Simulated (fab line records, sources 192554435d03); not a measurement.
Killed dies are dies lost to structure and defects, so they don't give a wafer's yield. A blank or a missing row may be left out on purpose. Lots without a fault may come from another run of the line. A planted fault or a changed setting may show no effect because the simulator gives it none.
Problem report in the 8D (eight disciplines) form, filled by code | flow n5_finfet | the parts of the form that need people (team, actions taken, sign-off) are left out

1. THE PROBLEM
killed_at_M4_up at N5_PASSIVATION_PROBE_49 reads a mean of 123 on 6 wafers of 2 lots; wafers without a fault read 14 with a standard deviation of 5.6. That is +19 standard deviations from the usual mean.
First seen on wafer L964.1, day 15 05:27, on prober-02. The record holds 12 wafers of 4 lots with a number at this step. Rule for "out", or "out of limits": more than 4 standard deviations from the usual mean. The other wafers with a number count as sound.

2. WHAT IT IS AND WHAT IT IS NOT
question                    | is                                                                              | is not
which readings at this step | killed_at_M4_up, defect_limited_yield, killed_dies, sort_n_pass, sort_yield_pct | killed_at_M0_to_M3, killed_at_contacts, killed_at_other
which lots                  | L964, L965                                                                      | L959, L961
which wafers of those lots  | all that have a number                                                          | -
read on which tools         | prober-01, prober-02                                                            | -
when                        | from day 15 05:27                                                               | up to then (6 sound wafers)

3. SUSPECTS, AND WHAT RULES EACH OUT
Counting: a tool at a process step up to the reading stays a suspect if it ran every lot that is out and no sound lot after the first of them.
- pvd_sputter-02 at N5_BEOL_M14_SPUTTER_45 (material Cu, target thk 100 nm, time 16.67 s): kept. It ran every lot that is out, first L964 (day 14 05:46), and no sound lot after that; its last sound lot up to then is L959 (day 13 03:13).
Left after counting: pvd_sputter-02 at N5_BEOL_M14_SPUTTER_45.

4. THE CAUSE (what the simulator had put in)
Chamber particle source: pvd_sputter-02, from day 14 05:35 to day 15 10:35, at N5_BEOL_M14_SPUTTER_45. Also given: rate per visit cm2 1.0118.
Counting left only this tool.

5. THE CHAIN OF EFFECTS, in route order
Each row: a reading whose mean over the struck wafers that have a number lies more than 3 standard deviations from the usual. Only readings for which the record gives a usual standard deviation are gone through. hours: the time from each lot's start at the first step in this table that gives one to its start at this step, as a median over the lots. sigmas: the change in usual standard deviations.
hours | step                    | reading              | usual  | on struck wafers | change | sigmas
0     | N5_PASSIVATION_PROBE_49 | defect_limited_yield | 91.1 % | 83.0             | -8.1   | -5.8
0     | N5_PASSIVATION_PROBE_49 | killed_at_M4_up      | 14     | 123              | +109   | +19
0     | N5_PASSIVATION_PROBE_49 | killed_dies          | 105    | 201              | +96    | +6.0
0     | N5_PASSIVATION_PROBE_49 | sort_bin_5_function  | 5.2 %  | 10.5             | +5.3   | +5.9
0     | N5_PASSIVATION_PROBE_49 | sort_n_pass          | 1075   | 979              | -96    | -6.0
0     | N5_PASSIVATION_PROBE_49 | sort_yield_pct       | 91.1 % | 83.0             | -8.1   | -5.8
The process steps in it:
- N5_PASSIVATION_PROBE_49

6. WHAT WOULD HAVE CAUGHT IT SOONER
In this record the first reading out of limits was taken at day 15 05:27, 24 hours after the fault began at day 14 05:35.
Of the tool readings at N5_BEOL_M14_SPUTTER_45 for which the record gives a usual standard deviation, none was out on any struck wafer, so an alarm limit of 4 standard deviations on them would not have fired.
All the lots that are out (2) had begun N5_BEOL_M14_SPUTTER_45 on pvd_sputter-02 by day 15 05:27. A hold on the tool at that time would have spared none of them.
